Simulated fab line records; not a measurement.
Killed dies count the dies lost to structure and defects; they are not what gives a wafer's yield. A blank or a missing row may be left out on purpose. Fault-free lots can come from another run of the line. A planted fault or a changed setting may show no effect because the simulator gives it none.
Matching of chambers / flow n5 finfet / N5_MOL_CONTACT_COAG_CO_FILL_22 on cvd co-02 has 3 sister chambers
The step material Co, precursor CCTBA/H2, target thk 20 nm. 18 wafers are shown with their chamber, then 9 later ones without.

EACH WAFER AND ITS CHAMBER
wafer=L957.1; chamber=2; heater power w (W)=222
wafer=L957.2; chamber=0; heater power w (W)=231
wafer=L957.5; chamber=1; heater power w (W)=246
wafer=L959.2; chamber=0; heater power w (W)=240
wafer=L959.4; chamber=2; heater power w (W)=221
wafer=L959.5; chamber=0; heater power w (W)=233
wafer=L961.1; chamber=2; heater power w (W)=220
wafer=L961.3; chamber=1; heater power w (W)=254
wafer=L961.6; chamber=2; heater power w (W)=222
wafer=L963.2; chamber=1; heater power w (W)=254
wafer=L963.3; chamber=2; heater power w (W)=223
wafer=L963.5; chamber=0; heater power w (W)=232
wafer=L964.1; chamber=1; heater power w (W)=247
wafer=L964.5; chamber=2; heater power w (W)=218
wafer=L964.6; chamber=0; heater power w (W)=231
wafer=L966.1; chamber=1; heater power w (W)=258
wafer=L966.2; chamber=2; heater power w (W)=217
wafer=L966.6; chamber=2; heater power w (W)=217

SIGNATURES, as means of the wafers listed above
reading=heater power w; chamber 0=233.40; chamber 1=251.80; chamber 2=220.00; scatter within a chamber=3.67
Rule: for each reading, subtract the chamber's mean from the wafer's reading, divide by that reading's scatter and square the result; add these up over the readings and take the root, which gives the wafer's distance from the chamber. If the next closest chamber is less than 2 further off than the closest, the wafer can't be placed; otherwise it belongs to the closest. The scatter: take each reading less its chamber's mean, square it, sum over the shown wafers, divide by the number of wafers less the number of chambers, and take the root.

WAFERS MISSING THEIR CHAMBER
wafer=L968.3; heater power w (W)=250
wafer=L968.5; heater power w (W)=223
wafer=L968.6; heater power w (W)=250
wafer=L972.3; heater power w (W)=233
wafer=L972.5; heater power w (W)=260
wafer=L972.6; heater power w (W)=231
wafer=L973.2; heater power w (W)=260
wafer=L973.5; heater power w (W)=241
wafer=L973.6; heater power w (W)=249

CHAMBER TAKEN BY EACH
wafer=L968.3; from the rows above=1; in truth=1
wafer=L968.5; from the rows above=2; in truth=2
wafer=L968.6; from the rows above=1; in truth=1
wafer=L972.3; from the rows above=0; in truth=0
wafer=L972.5; from the rows above=1; in truth=1
wafer=L972.6; from the rows above=0; in truth=0
wafer=L973.2; from the rows above=1; in truth=1
wafer=L973.5; from the rows above=can't be placed: 0 or 1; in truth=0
wafer=L973.6; from the rows above=1; in truth=1
Correctly placed: 8 of 9. These rows do not allow placing 1 (true chamber among the candidates in 1). Wrongly placed: 0.
